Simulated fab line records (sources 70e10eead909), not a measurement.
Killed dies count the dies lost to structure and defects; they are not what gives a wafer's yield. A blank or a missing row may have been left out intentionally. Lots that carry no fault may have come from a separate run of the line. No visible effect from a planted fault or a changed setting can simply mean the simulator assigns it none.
Chamber matching || flow nand_harc || NHARC_A_CHANNEL_HOLE_D1_DEP_01 on pecvd-03: 3 sister chambers
The step deposits SiON, target thk 140 nm. 6 wafers are shown with their chamber, then 10 later ones without.

== EACH WAFER AND ITS CHAMBER ==
{"wafer": "L656.5", "chamber": 1, "showerhead_vpp_V (V)": 1090, "heater_power_w (W)": 760}
{"wafer": "L657.2", "chamber": 1, "showerhead_vpp_V (V)": 1077, "heater_power_w (W)": 765}
{"wafer": "L659.2", "chamber": 2, "showerhead_vpp_V (V)": 1181, "heater_power_w (W)": 691}
{"wafer": "L659.4", "chamber": 0, "showerhead_vpp_V (V)": 1220, "heater_power_w (W)": 718}
{"wafer": "L660.1", "chamber": 2, "showerhead_vpp_V (V)": 1177, "heater_power_w (W)": 749}
{"wafer": "L660.3", "chamber": 0, "showerhead_vpp_V (V)": 1212, "heater_power_w (W)": 820}

== WAFERS WHOSE CHAMBER IS MISSING ==
{"wafer": "L660.4", "showerhead_vpp_V (V)": 1097, "heater_power_w (W)": 733}
{"wafer": "L664.2", "showerhead_vpp_V (V)": 1188, "heater_power_w (W)": 623}
{"wafer": "L664.4", "showerhead_vpp_V (V)": 1182, "heater_power_w (W)": 643}
{"wafer": "L664.5", "showerhead_vpp_V (V)": 1214, "heater_power_w (W)": 769}
{"wafer": "L666.3", "showerhead_vpp_V (V)": 1228, "heater_power_w (W)": 781}
{"wafer": "L666.5", "showerhead_vpp_V (V)": 1106, "heater_power_w (W)": 669}
{"wafer": "L666.6", "showerhead_vpp_V (V)": 1230, "heater_power_w (W)": 797}
{"wafer": "L667.1", "showerhead_vpp_V (V)": 1231, "heater_power_w (W)": 752}
{"wafer": "L667.3", "showerhead_vpp_V (V)": 1181, "heater_power_w (W)": 728}
{"wafer": "L667.4", "showerhead_vpp_V (V)": 1108, "heater_power_w (W)": 720}

== WHICH CHAMBER EACH WENT THROUGH ==
{"wafer": "L660.4", "from the rows above": 1, "in truth": 1}
{"wafer": "L664.2", "from the rows above": 2, "in truth": 2}
{"wafer": "L664.4", "from the rows above": 2, "in truth": 2}
{"wafer": "L664.5", "from the rows above": 0, "in truth": 0}
{"wafer": "L666.3", "from the rows above": 0, "in truth": 0}
{"wafer": "L666.5", "from the rows above": 1, "in truth": 1}
{"wafer": "L666.6", "from the rows above": 0, "in truth": 0}
{"wafer": "L667.1", "from the rows above": 0, "in truth": 0}
{"wafer": "L667.3", "from the rows above": 2, "in truth": 2}
{"wafer": "L667.4", "from the rows above": 1, "in truth": 1}
10 of 10 placed correctly. Number that these rows cannot place: 0. Wrongly placed: 0.
How it was worked out, from the rows above alone: a wafer's distance from a chamber is the root of the sum, over the readings, of the square of ((its reading less the chamber's mean) divided by the reading's scatter). The wafer belongs to the nearest chamber; if the next one is less than 2 further off, it can't be placed. The mean given for a chamber averages the wafers shown for that chamber. How the scatter is found: for the shown wafers, subtract from each reading the mean of its chamber, square and add these, divide the total by (wafers less chambers), then take the root.
